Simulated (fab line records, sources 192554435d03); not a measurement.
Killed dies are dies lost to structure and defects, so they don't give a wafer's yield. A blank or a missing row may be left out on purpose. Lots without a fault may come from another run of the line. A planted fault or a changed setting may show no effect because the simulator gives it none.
Problem report in the 8D (eight disciplines) form, filled by code | flow n5_finfet | the parts of the form that need people (team, actions taken, sign-off) are left out

1. THE PROBLEM
cd_nm at N5_BEOL_M8_CD_MEAS_11 reads a mean of 23.1 nm on 1 wafer of 1 lot; wafers without a fault read 38.5 nm with a standard deviation of 0.74. That is -21 standard deviations from the usual mean.
The step: target cd 38.5 nm.
First seen on wafer L561.4, day 13 01:23, on cd_sem-02. The record holds 18 wafers of 6 lots with a number at this step. Rule for "out", or "out of limits": more than 4 standard deviations from the usual mean. The other wafers with a number count as sound.

2. WHAT IT IS AND WHAT IT IS NOT
question                    | is                | is not
which readings at this step | cd_nm             | -
which lots                  | L561              | L552, L554, L569, L570, L571
which wafers of those lots  | L561.4            | L561.1, L561.3
read on which gauges        | cd_sem-02         | cd_sem-03
when                        | from day 13 01:23 | up to then (8 sound wafers); but 9 sound wafers of L569, L570, L571 came after

3. SUSPECTS, AND WHAT RULES EACH OUT
Counting: a tool at a process step up to the reading stays a suspect if it ran every lot that is out. Sound lots after the first of them don't rule it out here, since some wafers of a struck lot are sound.
- the gauge at N5_BEOL_M8_CD_MEAS_11: ruled out. All the wafers that are out were read on cd_sem-02, but those of them that N5_BEOL_M8_CD_MEAS_18 has rows for are out there too, on other tools.
- pvd_sputter-03 at N5_BEOL_M7_SPUTTER_48 (material Cu, target thk 10 nm, time 1.667 s): kept. It ran the lot that is out, L561 (day 12 22:27).
- pvd_sputter-03 at N5_BEOL_M8_HM_DEP_02 (deposits TiN, target thk 20 nm): kept. It ran the lot that is out, L561 (day 13 00:53).
- litho_track-05 at N5_BEOL_M8_PEB_09 (peb time 60 s): kept. It ran the lot that is out, L561 (day 13 01:19); its last sound lot up to then is L554 (day 11 00:04).
Left after counting: pvd_sputter-03 at N5_BEOL_M7_SPUTTER_48, pvd_sputter-03 at N5_BEOL_M8_HM_DEP_02, litho_track-05 at N5_BEOL_M8_PEB_09.

4. THE CAUSE (what the simulator had put in)
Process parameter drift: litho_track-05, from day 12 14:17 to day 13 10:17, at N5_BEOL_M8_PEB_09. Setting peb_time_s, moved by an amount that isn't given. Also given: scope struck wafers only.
Counting left 3 suspects, and this tool is among them.

5. THE CHAIN OF EFFECTS, in route order
Each row: a reading whose mean over the struck wafers that have a number lies more than 3 standard deviations from the usual. Only readings for which the record gives a usual standard deviation are gone through. hours: the time from each lot's start at the first step in this table that gives one to its start at this step, as a median over the lots. sigmas: the change in usual standard deviations.
hours | step                    | reading              | usual       | on struck wafers | change | sigmas
0     | N5_BEOL_M8_CD_MEAS_11   | cd_nm                | 38.5 nm     | 23.1             | -15.4  | -21
1     | N5_BEOL_M8_CD_MEAS_18   | cd_nm                | 39.9 nm     | 25.4             | -14.5  | -16
5     | N5_BEOL_M8_CD_MEAS_35   | cd_nm                | 39.9 nm     | 25.6             | -14.3  | -16
67    | N5_BEOL_M15_RC_MEAS_101 | SERP_M8              | 13.9 ohm/um | 33.2             | +19.3  | +25
67    | N5_BEOL_M15_RC_MEAS_101 | SERP_M8_max_site     | 14.5 ohm/um | 35.6             | +21.1  | +25
87    | N5_PASSIVATION_PROBE_49 | defect_limited_yield | 91.0 %      | 64.0             | -27.0  | -19
87    | N5_PASSIVATION_PROBE_49 | killed_at_M4_up      | 14          | 342              | +328   | +60
87    | N5_PASSIVATION_PROBE_49 | killed_dies          | 106         | 425              | +319   | +20
87    | N5_PASSIVATION_PROBE_49 | killed_on_rim        | 13          | 61               | +48    | +12
87    | N5_PASSIVATION_PROBE_49 | sort_bin_8_speed     | 0.01 %      | 28.31            | +28.30 | +99 or more
87    | N5_PASSIVATION_PROBE_49 | sort_n_pass          | 1070        | 755              | -315   | -11
The process steps in it:
- N5_PASSIVATION_PROBE_49

6. WHAT WOULD HAVE CAUGHT IT SOONER
In this record the first reading out of limits at a measuring or inspecting step was taken at day 13 01:23, 11 hours after the fault began at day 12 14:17.
All the lots that are out (1) had begun N5_BEOL_M8_PEB_09 on litho_track-05 by day 13 01:23. A hold on the tool at that time would have spared none of them.
